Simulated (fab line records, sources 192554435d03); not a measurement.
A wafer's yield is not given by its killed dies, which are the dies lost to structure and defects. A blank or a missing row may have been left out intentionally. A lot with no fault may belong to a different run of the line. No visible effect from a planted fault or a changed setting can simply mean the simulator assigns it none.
Which tool is to blame?	flow n5_finfet	route of 1938 steps, sampled at 1 step: 12 lots, 36 wafers

WHAT THE GAUGES READ, wafer by wafer
N5_BEOL_M11_CD_MEAS_18: pitch 140 nm, target cd 70 nm.
lot	measured	on	cd_nm (nm)
L075	day 11 23:22	cd_sem-01	70.3 70.5 69.8
L076	day 12 22:43	cd_sem-02	70.0 70.2 69.7
L079	day 13 04:57	cd_sem-03	69.2 69.7 69.7
L081	day 13 14:44	cd_sem-01	69.2 69.2 69.5
L083	day 14 01:57	cd_sem-01	70.0 69.5 69.7
L086	day 14 09:26	cd_sem-03	70.2 70.1 70.5
L087	day 14 23:52	cd_sem-03	69.6 70.1 70.3
L089	day 15 06:32	cd_sem-01	70.1 70.5 70.3
L092	day 16 04:20	cd_sem-02	69.6 69.8 69.7
L093	day 16 09:32	cd_sem-03	69.0 69.3 69.3
L095	day 16 20:36	cd_sem-01	68.9 68.9 68.7
L097	day 17 21:07	cd_sem-03	69.6 69.5 69.1

TOOL THAT RAN EACH LOT (tool first, then ch and the chambers of the sampled wafers, then the start)
Before these readings, the record contains no process step.

THE ANSWER, worked out from the rows above alone
Rule: usual is defined by the lots themselves. The widest of any qualifying gaps counts: lots, ordered by their means at a reading, are off when they make up no more than a third of the lots, leave a main group of 4 or more, and stand apart from it by 3 or more times the standard deviation of that group's means. The tables above print the reading to a certain number of digits; a main group whose means all agree to those digits is not used. A lot without any number at a reading at which 4 lots or more have one is off too. Any other lot the step has rows for is counted as sound.
Nothing can be told from this: no lot is off at any reading shown.

WHAT THE SIMULATOR HAD PUT IN
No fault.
